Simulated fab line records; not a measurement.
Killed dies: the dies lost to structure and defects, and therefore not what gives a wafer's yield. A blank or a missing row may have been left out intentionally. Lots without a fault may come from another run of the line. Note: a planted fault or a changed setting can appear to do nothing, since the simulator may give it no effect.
Comparing a struck lot with a sound one	flow nand harc	42 out of 1302 route steps
Sound: the wafers L821.1, L821.4, L821.5. Struck: wafer L817.3. (L817.2, L817.5 of the same lot were not struck and are left out.) The cause comes at the end.
Order at every step that has rows: each side's tool, ch and its chambers, its first start. Under that, the readings that differ: sound wafers	struck wafers	difference of the means	sigmas: that difference in standard deviations of wafers without a fault.
alike: readings with means less than 2 such deviations apart, plus words and numbers identical on both sides. not compared: withheld readings, readings lacking a value on some wafer, bounds such as >300 that could conceal the same value, and numbers that have no deviation in the record and whose values overlap.
The two part at a step that has a row with sigmas, a row that says differs or no value, or rows on one side only. Non-overlapping numbers with no deviation appear without sigmas and do not part them. A reading missing from all wafers of one side parts the sides only when that side holds two or more wafers.

first, 2 steps without rows for these wafers: NHARC_THIN_TSV_PEB_10 (peb time 85 s); NHARC_THIN_TSV_DEVELOP_11 (time 70 s).
NHARC_THIN_TSV_CD_MEAS_12: the cd target is 1000 nm.
  sound on cd sem-01 ch 0, day 29 23:00; struck on cd sem-01 ch 0, day 28 11:01
  alike: cd nm
then, 3 steps without rows for these wafers: NHARC_THIN_TSV_HARDBAKE_13 (time 80 s); NHARC_THIN_TSV_DESCUM_14 (chemistry O2, time 3 s); NHARC_THIN_TSV_ETCH_44 (etches the open film in CF4/O2, target depth 1594.2 nm, time 797.1 s).
NHARC_THIN_TSV_ETCH_15: target depth 3000 nm, bosch target overetch cycles 2, bosch etch step 2.8 s.
  sound on rie si-03 ch 0,2,3, day 29 23:49; struck on rie si-03 ch 1, day 28 11:52
  alike: drypump motor current A
  not compared: rf hours counter h
NHARC_THIN_TSV_CD_MEAS_16:
  struck on cd sem-03, day 28 11:59; sound on cd sem-01, day 29 23:58
  alike: cd nm
NHARC_THIN_TSV_STRIP_45: strips in O2.
  sound on plasma asher-01 ch 0,1, day 30 00:02; struck on plasma asher-01 ch 0, day 28 12:03
  alike: drypump motor current A, heater power w
  not compared: rf hours counter h
then, 2 steps without rows for these wafers: NHARC_THIN_TSV_STRIP_46 (strips in post etch residue remover, time 1200 s); NHARC_THIN_TSV_DEP_47 (deposits SiO2, target thk 200 nm).
NHARC_THIN_TSV_ETCHBACK_48: etches the open film in C4F8/Ar, target depth 1028.5 nm, time 405.17 s.
  sound on rie diel-06 ch 0,1,2, day 30 01:14; struck on rie diel-07 ch 3, day 28 13:19
  alike: oes product au, rf vpp V
  not compared: rf hours counter h
NHARC_THIN_TSV_STRIP_62: strips in N2/H2, time 20 s.
  sound on plasma asher-02 ch 0,1, day 30 01:37; struck on plasma asher-01 ch 1, day 28 13:38
  alike: drypump motor current A, heater power w
  not compared: rf hours counter h
then, 6 steps without rows for these wafers: NHARC_THIN_TSV_DEGAS_49 (time 120 s); NHARC_THIN_TSV_PRE_CLEAN_50 (time 30 s); NHARC_THIN_TSV_PVD_19 (deposits TaN, target thk 20 nm); NHARC_THIN_TSV_PVD_51 (deposits Cu, target thk 100 nm); NHARC_THIN_TSV_ECD_20 (material Cu, target thk 2000 nm); NHARC_THIN_TSV_ANNEAL_52 (time 90 s).
NHARC_THIN_TSV_CMP_21: polishes, t overpolish 30 s, target thk 2000 nm.
  sound on cmp-01 ch 2,3, day 30 03:17; struck on cmp-04 ch 1, day 28 15:20
  alike: motor current A, overpolish run s
then, 2 steps without rows for these wafers: NHARC_THIN_TSV_SRD_23; NHARC_THIN_TSV_DEGAS_53 (time 60 s).
NHARC_THIN_TSV_PRE_CLEAN_54: time 30 s.
  struck on pvd sputter-03, day 28 15:52; sound on pvd sputter-03, day 30 03:50
  alike: heater power w
then, 10 steps without rows for these wafers: NHARC_THIN_TSV_PVD_55 (deposits TiN, target thk 50 nm); NHARC_THIN_TSV_PVD_24 (deposits Al, target thk 800 nm); NHARC_THIN_TSV_DEHYDRATE_25 (time 120 s); NHARC_THIN_TSV_HMDS_26 (time 30 s); NHARC_THIN_TSV_COAT_27; NHARC_THIN_TSV_SOFTBAKE_28 (time 95 s); NHARC_THIN_TSV_EBR_29; NHARC_THIN_TSV_EXPOSE_30 (exposes mask PAD); NHARC_THIN_TSV_PEB_31 (peb time 85 s); NHARC_THIN_TSV_DEVELOP_32 (time 70 s).
NHARC_THIN_TSV_CD_MEAS_33: the cd target is 5000 nm.
  sound on cd sem-03 ch 0, day 30 04:53; struck on cd sem-02 ch 0, day 28 16:48
  alike: cd nm
then, 6 steps without rows for these wafers: NHARC_THIN_TSV_HARDBAKE_34 (time 80 s); NHARC_THIN_TSV_DESCUM_35 (chemistry O2, time 3 s); NHARC_THIN_TSV_ETCH_59 (etches the open film in Cl2/BCl3, target depth 880 nm, time 138.1 s); NHARC_THIN_TSV_ETCH_36 (etches the open film in Cl2/BCl3, target depth 65 nm, time 18.571 s); NHARC_THIN_TSV_STRIP_56 (strips in O2); NHARC_THIN_TSV_STRIP_57 (strips in post etch residue remover, time 1200 s).
NHARC_THIN_TSV_CD_MEAS_37:
  struck on cd sem-02, day 28 18:14; sound on cd sem-03, day 30 06:20
  alike: cd nm
NHARC_END_SORT_01:
  sound on prober-02 ch 0, day 30 13:50; struck on prober-02 ch 0, day 29 06:32
reading	sound	struck	difference	sigmas
defect limited yield (%)	88.9 90.1 89.2	83.8	-5.6	-2
killed at array	74 65 72	15	-55	-3
killed at other	0 1 0	92	+92	+65
killed dies	75 67 73	110	+38	+2
sort_bin_2_pct (%)	4.4 4.0 4.6	6.6	+2.3	+2
sort_bin_3_pct (%)	0.6 1.3 0.9	5.5	+4.6	+13
sort n pass	602 610 604	567	-38	-2
sort yield pct (%)	88.9 90.1 89.2	83.8	-5.6	-2
  alike: killed at periphery, killed open, killed short, sort_bin_4_pct, sort rim yield pct

WHERE THEY PART
At NHARC_END_SORT_01 and nowhere else, as far as this record goes.

WHY: whatever the simulator had introduced
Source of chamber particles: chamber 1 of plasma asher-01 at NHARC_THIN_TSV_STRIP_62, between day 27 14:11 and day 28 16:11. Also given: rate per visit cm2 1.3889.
